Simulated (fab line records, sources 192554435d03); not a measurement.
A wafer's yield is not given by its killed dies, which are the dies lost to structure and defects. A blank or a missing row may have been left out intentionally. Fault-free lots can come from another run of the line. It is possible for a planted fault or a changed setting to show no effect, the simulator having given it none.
What tool caused it? / flow n5Finfet / 9 lots, 26 wafers sampled, at 1 step of a route of 1938

== WHAT EACH GAUGE READ, for each wafer ==
N5_BEOL_M4_RC_MEAS_101.
lot=L323; measured=day 8 13:19; on=prober-02; DIBL_N (mV/V)=35.8 36.7 36.7
lot=L332; measured=day 10 09:36; on=prober-02; DIBL_N (mV/V)=38.0 37.7 37.2
lot=L336; measured=day 11 14:55; on=prober-02; DIBL_N (mV/V)=38.1 38.0 36.9
lot=L337; measured=day 11 21:56; on=prober-01; DIBL_N (mV/V)=35.4 35.7 35.7
lot=L341; measured=day 13 03:25; on=prober-01; DIBL_N (mV/V)=38.5 38.1
lot=L342; measured=day 13 16:40; on=prober-02; DIBL_N (mV/V)=37.1 34.8 32.6
lot=L344; measured=day 13 19:45; on=prober-02; DIBL_N (mV/V)=38.6 39.3 37.7
lot=L343; measured=day 13 20:19; on=prober-01; DIBL_N (mV/V)=34.2 39.0 36.4
lot=L345; measured=day 13 23:04; on=prober-02; DIBL_N (mV/V)=36.1 38.0 37.1

== EACH LOT AND THE TOOL THAT RAN IT (in order: tool; ch and the chambers of the sampled wafers; start) ==
No process step before these readings appears in the record.

== THE ANSWER, worked out from the rows above alone ==
Rule: the lots themselves supply what counts as usual. The widest of any qualifying gaps counts: lots, ordered by their means at a reading, are off when they make up no more than a third of the lots, leave a main group of 4 or more, and stand apart from it by 3 or more times the standard deviation of that group's means. A main group whose means are all the same, to the digits that the tables above print for the reading, isn't used. Also off: a lot with no number at a reading for which 4 or more lots have one. Any other lot the step has rows for is counted as sound.
No lot is off at any reading shown: from this, nothing can be told.

== WHAT THE SIMULATOR PUT IN ==
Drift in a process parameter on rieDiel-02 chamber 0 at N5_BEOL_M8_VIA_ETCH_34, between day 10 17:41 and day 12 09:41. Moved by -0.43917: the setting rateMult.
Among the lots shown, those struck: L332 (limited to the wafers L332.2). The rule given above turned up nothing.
